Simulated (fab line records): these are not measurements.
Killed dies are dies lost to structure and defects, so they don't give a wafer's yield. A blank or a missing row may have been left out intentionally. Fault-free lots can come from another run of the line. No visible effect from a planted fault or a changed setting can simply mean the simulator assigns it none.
The tool behind it: which one? + flow nandHarc + 11 lots with 33 wafers sampled at 7 steps, on a route of 1159 steps

WHAT THE GAUGES READ, wafer by wafer
NHARC_A_SLIT_INSPECT_11.
| lot  | measured     | on               | rawDefectCount |
|------|--------------|------------------|----------------|
| L446 | day 15 07:14 | defectInspect-02 | 28 27 28       |
| L443 | day 15 08:57 | defectInspect-02 | 16 13 11       |
| L447 | day 16 12:37 | defectInspect-01 | 16 6 17        |
| L449 | day 16 18:16 | defectInspect-01 | 23 25 35       |
| L450 | day 17 00:50 | defectInspect-01 | 17 18 21       |
| L448 | day 17 00:41 | defectInspect-02 | 12 9 18        |
| L454 | day 17 14:55 | defectInspect-01 | 315 323 315    |
| L451 | day 18 00:04 | defectInspect-02 | 323 305 295    |
| L457 | day 18 20:32 | defectInspect-01 | 48 32 45       |
| L461 | day 19 13:50 | defectInspect-02 | 9 14 16        |
| L462 | day 20 09:52 | defectInspect-02 | 7 16 20        |

NHARC_A_SLIT_CD_MEAS_21.
| lot  | measured     | on       | cdNm (nm)         |
|------|--------------|----------|-------------------|
| L446 | day 15 10:43 | cdSem-01 | 290.8 289.7 288.9 |
| L443 | day 15 12:27 | cdSem-02 | 290.1 289.6 290.1 |
| L447 | day 16 16:20 | cdSem-01 | 288.8 290.1 290.6 |
| L449 | day 16 22:40 | cdSem-02 | 289.8 289.4 289.2 |
| L450 | day 17 05:50 | cdSem-01 | 288.8 289.9 289.7 |
| L448 | day 17 04:10 | cdSem-02 | 291.3 290.6 290.2 |
| L454 | day 17 18:23 | cdSem-03 | 289.1 289.4 289.2 |
| L451 | day 18 03:31 | cdSem-02 | 289.2 289.2 289.0 |
| L457 | day 19 00:06 | cdSem-02 | 291.4 290.3 290.8 |
| L461 | day 19 17:17 | cdSem-01 | 289.5 289.3 289.7 |
| L462 | day 20 13:28 | cdSem-02 | 290.2 290.2 289.5 |

NHARC_A_SIN_REMOVE_INSPECT_04.
| lot  | measured     | on               | rawDefectCount |
|------|--------------|------------------|----------------|
| L446 | day 15 17:59 | defectInspect-02 | 376 410 319    |
| L443 | day 15 18:01 | defectInspect-01 | 341 399 410    |
| L447 | day 17 00:01 | defectInspect-01 | 401 341 388    |
| L449 | day 17 06:25 | defectInspect-02 | 232 409 318    |
| L450 | day 17 11:53 | defectInspect-01 | 343 278 361    |
| L448 | day 17 11:54 | defectInspect-02 | 238 267 370    |
| L454 | day 18 02:02 | defectInspect-01 | 476 550 605    |
| L451 | day 18 11:02 | defectInspect-02 | 497 510 503    |
| L457 | day 19 07:44 | defectInspect-01 | 425 262 389    |
| L461 | day 20 00:55 | defectInspect-01 | 402 343 299    |
| L462 | day 20 20:55 | defectInspect-01 | 269 371 438    |

NHARC_END_SORT_01.
| lot  | measured     | on        | killedAtArray | killedAtOther | killedAtPeriphery | killedDies  | killedOpen | killedShort |
|------|--------------|-----------|---------------|---------------|-------------------|-------------|------------|-------------|
| L446 | day 21 06:40 | prober-02 | 22 26 23      | 2 1 1         | 2 3 1             | 26 30 25    | 4 6 2      | 2 2 4       |
| L447 | day 21 21:49 | prober-01 | 22 17 27      | 0 2 1         | 3 3 0             | 25 22 28    | 1 2 2      | 2 3 2       |
| L449 | day 22 03:38 | prober-02 | 20 24 27      | 0 0 0         | 7 3 8             | 27 27 35    | 0 5 6      | 2 0 1       |
| L450 | day 22 05:59 | prober-01 | 26 33         | 0 0           | 0 0               | 26 33       | 1 0        | 3 3         |
| L454 | day 22 21:35 | prober-01 | 85 86 94      | 0 0 0         | 4 0 4             | 89 86 98    | 5 2 7      | 1 3 1       |
| L451 | day 24 03:14 | prober-02 | 103 107 103   | 0 0 0         | 4 3 3             | 107 110 106 | 3 6 7      | 1 3 3       |

WHICH TOOL RAN EACH LOT (tool, then ch and the chambers of the sampled wafers, then the start)
| lot  | NHARC_A_SLIT_DEP_00          | NHARC_A_SLIT_ETCH_15                         | NHARC_A_SLIT_ETCH_26            |
|------|------------------------------|----------------------------------------------|---------------------------------|
| L446 | aclDep-01 ch 0, day 15 04:28 | rieDiel-01 ch 0,2,3, day 15 09:34 or earlier | harEtch-01 ch 0,1, day 15 09:34 |
| L443 | aclDep-03 ch 0, day 15 06:54 | rieDiel-01 ch 2,3, day 15 11:23 or earlier   | harEtch-02 ch 0,1, day 15 11:23 |
| L447 | aclDep-02 ch 0, day 16 10:56 | rieDiel-12 ch 0,1,2, day 16 15:10 or earlier | harEtch-02 ch 0,1, day 16 15:10 |
| L449 | aclDep-01 ch 0, day 16 15:37 | rieDiel-11 ch 0,2,3, day 16 21:31 or earlier | harEtch-01 ch 0,1, day 16 21:31 |
| L450 | aclDep-01 ch 0, day 16 22:17 | rieDiel-11 ch 1,3, day 17 04:43 or earlier   | harEtch-02 ch 0, day 17 04:43   |
| L448 | aclDep-03 ch 0, day 16 22:52 | rieDiel-11 ch 0,1,2, day 17 03:04 or earlier | harEtch-02 ch 0,1, day 17 03:04 |
| L454 | aclDep-01 ch 0, day 17 13:07 | rieDiel-11 ch 0,1,3, day 17 17:17 or earlier | harEtch-01 ch 0,1, day 17 17:17 |
| L451 | aclDep-01 ch 0, day 17 21:16 | rieDiel-01 ch 0,3, day 18 02:25 or earlier   | harEtch-01 ch 0,1, day 18 02:25 |
| L457 | aclDep-02 ch 0, day 18 17:32 | rieDiel-01 ch 1,2,3, day 18 22:56 or earlier | harEtch-02 ch 0,1, day 18 22:56 |
| L461 | aclDep-03 ch 0, day 19 11:11 | rieDiel-11 ch 0,3, day 19 16:08 or earlier   | harEtch-02 ch 0,1, day 19 16:08 |
| L462 | aclDep-01 ch 0, day 20 07:14 | rieDiel-01 ch 0,2,3, day 20 12:11 or earlier | harEtch-02 ch 0,1, day 20 12:11 |
- NHARC_A_SLIT_DEP_00: deposits aC, target thk 3200 nm.
- NHARC_A_SLIT_ETCH_15: etches the open film in O2/COS, target depth 3200 nm, time 832 s.
- NHARC_A_SLIT_ETCH_26: etches the open film in C4F8/O2/Ar, time 90 s, target depth 400 nm.

WHAT THE TOOLS THEMSELVES READ (means of the sampled wafers that have a number; where no wafer has one, the mark that the record gives instead)
NHARC_A_SLIT_DEP_00.
| lot  | tool      | throttleValvePct (%) |
|------|-----------|----------------------|
| L446 | aclDep-01 | 35.015               |
| L443 | aclDep-03 | 35.003               |
| L447 | aclDep-02 | 35.008               |
| L449 | aclDep-01 | 35.011               |
| L450 | aclDep-01 | 34.998               |
| L448 | aclDep-03 | 35.009               |
| L454 | aclDep-01 | 35.002               |
| L451 | aclDep-01 | 35.003               |
| L457 | aclDep-02 | 35.009               |
| L461 | aclDep-03 | 35.002               |
| L462 | aclDep-01 | 35.004               |

NHARC_A_SLIT_ETCH_15.
| lot  | tool       | drypumpMotorCurrentA (A) | mfcArSccm (sccm) | oesProductAu (a.u.) | rfVppV (V) | showerheadPlenumPTorr (Torr) | throttleValvePct (%) |
|------|------------|--------------------------|------------------|---------------------|------------|------------------------------|----------------------|
| L446 | rieDiel-01 | 5.2                      | 0.020            | 1.003               | 313.9      | 3.12                         | 28.334               |
| L443 | rieDiel-01 | 5.2                      | 0.018            | 0.999               | 314.3      | 3.13                         | 28.327               |
| L447 | rieDiel-12 | 6.0                      | 0.007            | 1.013               | 314.6      | 3.09                         | 28.328               |
| L449 | rieDiel-11 | 5.2                      | 0.003            | 0.991               | 316.0      | 3.19                         | 28.330               |
| L450 | rieDiel-11 | 5.6                      | 0.000            | 1.009               | 315.2      | 3.11                         | 28.328               |
| L448 | rieDiel-11 | 5.4                      | 0.003            | 0.999               | 314.5      | 3.11                         | 28.336               |
| L454 | rieDiel-11 | 5.6                      | 0.003            | 1.005               | 314.7      | 3.21                         | 28.331               |
| L451 | rieDiel-01 | 5.2                      | 0.029            | 0.996               | 313.2      | 3.06                         | 28.326               |
| L457 | rieDiel-01 | 5.7                      | 0.014            | 1.002               | 314.6      | 3.16                         | 28.334               |
| L461 | rieDiel-11 | 5.4                      | 0.003            | 1.008               | 316.9      | 3.29                         | 28.335               |
| L462 | rieDiel-01 | 5.2                      | 0.020            | 0.998               | 313.8      | 3.11                         | 28.332               |

NHARC_A_SLIT_ETCH_26.
| lot  | tool       | biasV (V) | c4f8FlowSccm (sccm) | drypumpMotorCurrentA (A) | mfcArSccm (sccm) | showerheadPlenumPTorr (Torr) | throttleValvePct (%) |
|------|------------|-----------|---------------------|--------------------------|------------------|------------------------------|----------------------|
| L446 | harEtch-01 | 397       | 41.79               | 5.1                      | 374.6            | 3.65                         | 27.623               |
| L443 | harEtch-02 | 396       | 41.62               | 5.5                      | 375.4            | 3.62                         | 27.619               |
| L447 | harEtch-02 | 398       | 41.81               | 5.5                      | 374.4            | 3.61                         | 27.617               |
| L449 | harEtch-01 | 400       | 41.67               | 5.4                      | 373.8            | 3.62                         | 27.620               |
| L450 | harEtch-02 | 396       | 41.65               | 5.9                      | 374.6            | 3.78                         | 27.619               |
| L448 | harEtch-02 | 404       | 41.85               | 5.7                      | 374.6            | 3.70                         | 27.626               |
| L454 | harEtch-01 | 402       | 41.73               | 5.0                      | 376.3            | 3.63                         | 27.609               |
| L451 | harEtch-01 | 399       | 41.70               | 5.0                      | 375.0            | 3.63                         | 27.610               |
| L457 | harEtch-02 | 397       | 41.60               | 5.5                      | 374.4            | 3.60                         | 27.620               |
| L461 | harEtch-02 | 398       | 41.68               | 5.5                      | 375.1            | 3.60                         | 27.617               |
| L462 | harEtch-02 | 403       | 41.63               | 5.7                      | 375.9            | 3.68                         | 27.622               |

THE ANSWER, worked out from the rows above alone
Rule: usual is defined by the lots themselves. The widest of any qualifying gaps counts: lots, ordered by their means at a reading, are off when they make up no more than a third of the lots, leave a main group of 4 or more, and stand apart from it by 3 or more times the standard deviation of that group's means. A main group whose means are all the same, to the digits that the tables above print for the reading, isn't used. Also off: a lot with no number at a reading for which 4 or more lots have one. All remaining lots with rows at the step are treated as sound. Order of review: gauges by route order, followed by the tools' own readings, for which a lot's mean as printed above is used. The first step at which some lot is off is used, and at that step the reading that is off furthest; a lot without a number counts as furthest.
Off at NHARC_A_SLIT_INSPECT_11 (rawDefectCount): L454, L451. Main group: mean 20, sd 9.5.
A tool fits if, at a process step before that reading, it ran every lot that is off, and no sound lot after the first of them. Not tried: the gauges at NHARC_A_SLIT_INSPECT_11; whatever is off there is also off at NHARC_END_SORT_01, on other tools, and gauge error can't account for it. No candidate that was tried fits.

WHAT THE SIMULATOR HAD PUT IN
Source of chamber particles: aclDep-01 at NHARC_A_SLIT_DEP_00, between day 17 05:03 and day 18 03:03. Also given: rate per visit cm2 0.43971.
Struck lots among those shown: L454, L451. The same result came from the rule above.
